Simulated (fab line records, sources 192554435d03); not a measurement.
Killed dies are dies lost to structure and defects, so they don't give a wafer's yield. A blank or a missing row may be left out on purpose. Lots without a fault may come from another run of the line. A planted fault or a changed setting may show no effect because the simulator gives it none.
Which tool did it? | flow n5_finfet | 10 lots, 30 wafers sampled, at 5 steps of a route of 1938

WHAT THE GAUGES READ, wafer by wafer
N5_STI_FIN_REVEAL_CD_MEAS_22: target cd 6.238 nm, pitch 28 nm.
lot  | measured    | on        | cd_nm (nm)
L240 | day 2 19:44 | cd_sem-03 | 6.01 6.28 5.59
L242 | day 3 08:05 | cd_sem-03 | 6.29 6.22 5.94
L243 | day 3 16:52 | cd_sem-02 | 5.82 6.30 6.06
L244 | day 3 22:24 | cd_sem-03 | 6.26 7.09 6.29
L253 | day 6 04:12 | cd_sem-03 | 6.41 6.50 6.23
L257 | day 7 02:56 | cd_sem-02 | 6.37 6.15 6.14
L258 | day 7 07:55 | cd_sem-01 | 6.00 6.59 5.69
L259 | day 7 13:44 | cd_sem-01 | 5.89 6.57 6.07
L260 | day 7 19:20 | cd_sem-03 | 6.89 6.41 6.63
L262 | day 8 07:04 | cd_sem-03 | 6.16 5.98 6.28

WHICH TOOL RAN EACH LOT (tool, then ch and the chambers of the sampled wafers, then the start)
lot  | N5_FIN_CUT_CUT_ETCH_27            | N5_STI_FIN_REVEAL_ETCHBACK_08     | N5_STI_FIN_REVEAL_ETCH_34       | N5_STI_FIN_REVEAL_OXIDATION_31
L240 | rie_diel-03 ch 0,1,3, day 2 09:41 | rie_diel-06 ch 0,1,3, day 2 16:32 | rie_si-04 ch 2,3, day 2 18:53   | plasma_asher-01 ch 0,1, day 2 19:13
L242 | rie_diel-02 ch 1,2, day 2 22:23   | rie_diel-06 ch 0,1,3, day 3 05:05 | rie_si-02 ch 2,3, day 3 07:30   | plasma_asher-02 ch 0,1, day 3 07:35
L243 | rie_diel-02 ch 0,2,3, day 3 05:53 | rie_diel-04 ch 1,2,3, day 3 13:56 | rie_si-04 ch 0,1,2, day 3 16:17 | plasma_asher-02 ch 0,1, day 3 16:20
L244 | rie_diel-02 ch 1,3, day 3 12:02   | rie_diel-05 ch 0,1,2, day 3 19:26 | rie_si-06 ch 0,1,3, day 3 21:47 | plasma_asher-02 ch 1, day 3 21:50
L253 | rie_diel-01 ch 1,2, day 5 18:37   | rie_diel-04 ch 1,2,3, day 6 01:16 | rie_si-02 ch 2,3, day 6 03:37   | plasma_asher-01 ch 0,1, day 6 03:41
L257 | rie_diel-03 ch 0,1,3, day 6 17:19 | rie_diel-04 ch 0,2,3, day 6 23:59 | rie_si-06 ch 2,3, day 7 02:20   | plasma_asher-01 ch 0,1, day 7 02:26
L258 | rie_diel-03 ch 1,2,3, day 6 22:50 | rie_diel-04 ch 2,3, day 7 05:00   | rie_si-02 ch 1,2,3, day 7 07:20 | plasma_asher-01 ch 0,1, day 7 07:24
L259 | rie_diel-01 ch 0,1,3, day 7 03:57 | rie_diel-05 ch 0,2,3, day 7 10:17 | rie_si-04 ch 0,2,3, day 7 13:10 | plasma_asher-01 ch 0,1, day 7 13:13
L260 | rie_diel-01 ch 1,3, day 7 09:27   | rie_diel-04 ch 0,1, day 7 16:19   | rie_si-04 ch 0,1, day 7 18:44   | plasma_asher-02 ch 0, day 7 18:47
L262 | rie_diel-03 ch 0,2,3, day 7 21:58 | rie_diel-04 ch 0,1,2, day 8 04:07 | rie_si-02 ch 0,2,3, day 8 06:29 | plasma_asher-02 ch 0,1, day 8 06:32
- N5_FIN_CUT_CUT_ETCH_27: etches SiO2 in CHF3/O2, target depth 4 nm, overetch 2 nm, time 4.9 s.
- N5_STI_FIN_REVEAL_ETCHBACK_08: etches SiO2 in C4F6/O2, target depth 30.5 nm, time 10.167 s.
- N5_STI_FIN_REVEAL_ETCH_34: etches Si in H2, material Si, target depth 0.97 nm.
- N5_STI_FIN_REVEAL_OXIDATION_31: chemistry O2 PLASMA REMOTE, time 20 s.

WHAT THE TOOLS THEMSELVES READ (means of the sampled wafers that have a number; where no wafer has one, the mark that the record gives instead)
N5_FIN_CUT_CUT_ETCH_27.
lot  | tool        | drypump_motor_current_A (A) | oes_product_au (a.u.) | rf_vpp_V (V) | showerhead_plenum_p_Torr (Torr) | throttle_valve_pct (%)
L240 | rie_diel-03 | 5.6                         | 0.60                  | 528          | 2.37                            | 19.08
L242 | rie_diel-02 | 5.6                         | 0.59                  | 516          | 2.44                            | 19.07
L243 | rie_diel-02 | 5.5                         | 0.62                  | 521          | 2.36                            | 18.94
L244 | rie_diel-02 | 5.2                         | 0.57                  | 530          | 2.37                            | 19.23
L253 | rie_diel-01 | 5.9                         | 0.60                  | 525          | 2.44                            | 19.12
L257 | rie_diel-03 | 5.6                         | 0.58                  | 527          | 2.36                            | 19.13
L258 | rie_diel-03 | 5.6                         | 0.59                  | 523          | 2.36                            | 19.19
L259 | rie_diel-01 | 6.0                         | 0.58                  | 526          | 2.37                            | 19.00
L260 | rie_diel-01 | 6.3                         | 0.58                  | 528          | 2.33                            | 18.95
L262 | rie_diel-03 | 5.4                         | 0.59                  | 523          | 2.40                            | 19.09

N5_STI_FIN_REVEAL_ETCHBACK_08.
lot  | tool        | drypump_motor_current_A (A) | oes_product_au (a.u.) | rf_vpp_V (V) | showerhead_plenum_p_Torr (Torr) | throttle_valve_pct (%)
L240 | rie_diel-06 | 5.48                        | 0.87                  | 666          | 2.93                            | 21.01
L242 | rie_diel-06 | 5.49                        | 0.86                  | 666          | 2.92                            | 21.02
L243 | rie_diel-04 | 5.83                        | 0.80                  | 673          | 2.89                            | 21.36
L244 | rie_diel-05 | 5.83                        | 0.81                  | 663          | 2.90                            | 21.00
L253 | rie_diel-04 | 5.84                        | 0.76                  | 672          | 2.88                            | 21.39
L257 | rie_diel-04 | 5.63                        | 0.76                  | 675          | 2.86                            | 21.32
L258 | rie_diel-04 | 5.64                        | 0.76                  | 669          | 2.82                            | 21.49
L259 | rie_diel-05 | 5.89                        | 0.77                  | 657          | 2.86                            | 21.20
L260 | rie_diel-04 | 5.79                        | 0.88                  | 668          | 2.87                            | 21.03
L262 | rie_diel-04 | 5.66                        | 0.78                  | 665          | 2.81                            | 21.27

N5_STI_FIN_REVEAL_ETCH_34.
lot  | tool      | drypump_motor_current_A (A) | oes_product_au (a.u.) | throttle_valve_pct (%)
L240 | rie_si-04 | 5.9                         | 0.995                 | 26.0
L242 | rie_si-02 | 6.0                         | 1.009                 | 25.8
L243 | rie_si-04 | 5.3                         | 0.995                 | 26.0
L244 | rie_si-06 | 6.3                         | 1.000                 | 25.4
L253 | rie_si-02 | 6.3                         | 1.010                 | 25.7
L257 | rie_si-06 | 6.1                         | 1.009                 | 25.2
L258 | rie_si-02 | 6.2                         | 0.992                 | 25.9
L259 | rie_si-04 | 5.5                         | 0.998                 | 25.9
L260 | rie_si-04 | 5.2                         | 1.001                 | 26.2
L262 | rie_si-02 | 6.0                         | 0.996                 | 25.9

N5_STI_FIN_REVEAL_OXIDATION_31.
lot  | tool            | drypump_motor_current_A (A) | heater_power_w (W)
L240 | plasma_asher-01 | 5.39                        | 139
L242 | plasma_asher-02 | 5.42                        | 146
L243 | plasma_asher-02 | 5.44                        | 146
L244 | plasma_asher-02 | 5.39                        | 145
L253 | plasma_asher-01 | 5.39                        | 142
L257 | plasma_asher-01 | 5.48                        | 142
L258 | plasma_asher-01 | 5.40                        | 141
L259 | plasma_asher-01 | 5.37                        | 141
L260 | plasma_asher-02 | 5.43                        | 147
L262 | plasma_asher-02 | 5.40                        | 146

THE ANSWER, worked out from the rows above alone
Rule: what is usual is taken from the lots themselves. Put in order of their means at a reading, lots are off if they are a third of the lots or fewer, leave a main group of 4 or more, and stand apart from it by a gap of 3 or more times the standard deviation of the main group's means; of several such gaps the widest counts. A main group whose means are all the same, to the digits that the tables above print for the reading, isn't used. A lot without any number at a reading at which 4 lots or more have one is off too. The other lots that the step has rows for count as sound. The gauges are gone through in route order, then the tools' own readings, and for those a lot's mean is taken as printed above. The first step at which some lot is off is used, and at that step the reading that is off furthest; a lot without a number counts as furthest.
No lot is off at any reading shown: from this, nothing can be told.

WHAT THE SIMULATOR HAD PUT IN
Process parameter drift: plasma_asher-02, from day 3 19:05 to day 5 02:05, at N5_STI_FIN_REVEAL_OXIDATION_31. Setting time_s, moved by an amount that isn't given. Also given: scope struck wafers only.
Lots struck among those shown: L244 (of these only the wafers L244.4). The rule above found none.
